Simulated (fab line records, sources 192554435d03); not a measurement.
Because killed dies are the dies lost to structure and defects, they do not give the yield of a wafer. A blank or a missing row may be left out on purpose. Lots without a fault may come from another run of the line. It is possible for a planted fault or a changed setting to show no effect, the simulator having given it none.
Problem report in the 8D (eight disciplines) form, filled by code || flow n5 finfet || the parts of the form that need people (team, actions taken, sign-off) are left out

== 1. THE PROBLEM ==
At N5_BEOL_M14_COAT_65, plate temp C averages 237.46 C over 6 wafers from 2 lots, while fault-free wafers read 249.99 C, standard deviation 0.18. That puts it -70 standard deviations away from the usual mean.
The step: time 60 s, resist thk 450 nm.
First observed at day 16 07:41: wafer L613.1, on litho track-01. At this step, 33 wafers from 11 lots have a number in the record. Rule for "out" (also "out of limits"): further than 4 standard deviations from the usual mean. All remaining wafers that have a number are taken as sound.

== 2. WHAT THIS IS AND IS NOT ==
{"question": "which readings at this step", "is": "plate temp C, heater power total W", "is not": "spin speed rpm"}
{"question": "which lots", "is": "L613, L615", "is not": "L595, L596, L597, L598, L603, L604, L616, L617, L618"}
{"question": "which wafers of those lots", "is": "all that have a number", "is not": "-"}
{"question": "read on which tools", "is": "litho track-01", "is not": "litho track-03, litho track-04"}
{"question": "when", "is": "from day 16 07:41", "is not": "up to then (18 sound wafers); but 9 sound wafers of L616, L617, L618 came after"}

== 3. THE SUSPECTS, EACH WITH WHAT RULES IT OUT ==
Counting: a tool at a process step up to the reading stays a suspect if it ran every lot that is out and no sound lot after the first of them.
- litho track-01 at N5_BEOL_M14_COAT_65 (time 60 s, resist thk 450 nm): kept. It processed each lot that is out, first L613 at day 16 07:41, and no sound lot thereafter; up to then, the last sound lot it processed was L596 at day 12 12:08. Out on those wafers are its own readings of heater power total W, plate temp C.
After counting, what remains is litho track-01 at N5_BEOL_M14_COAT_65.

== 4. THE CAUSE (what the simulator had put in) ==
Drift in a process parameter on litho track-01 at N5_BEOL_M14_COAT_65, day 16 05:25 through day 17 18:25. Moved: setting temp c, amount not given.
After counting, this tool was the only one left.

== 5. SEQUENCE OF EFFECTS, ordered by route ==
Rows list readings where the struck wafers' mean (over those with a number) sits beyond 3 standard deviations from the usual. Scope: only readings with a usual standard deviation given in the record; hours: median across lots of the time from each lot's start at the first step in this table that gives one to its start at this step; sigmas: change in usual standard deviations.
{"hours": 0, "step": "N5_BEOL_M14_COAT_65", "reading": "heater power total W", "usual": "500.6 W", "on struck wafers": 471.1, "change": -29.5, "sigmas": -16}
{"hours": 0, "step": "N5_BEOL_M14_COAT_65", "reading": "plate temp C", "usual": "249.99 C", "on struck wafers": 237.46, "change": -12.53, "sigmas": -70}
The process steps in it:
- N5_BEOL_M14_COAT_65: time 60 s, resist thk 450 nm.
At these later measuring or inspecting steps, every struck wafer for which the step has a row has a number for every such reading, and none has moved that far: N5_BEOL_M14_CD_MEAS_28.

== 6. WHAT WOULD HAVE CAUGHT IT SOONER ==
In this record the first reading out of limits was taken at day 16 07:41, 2 hours after the fault began at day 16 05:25.
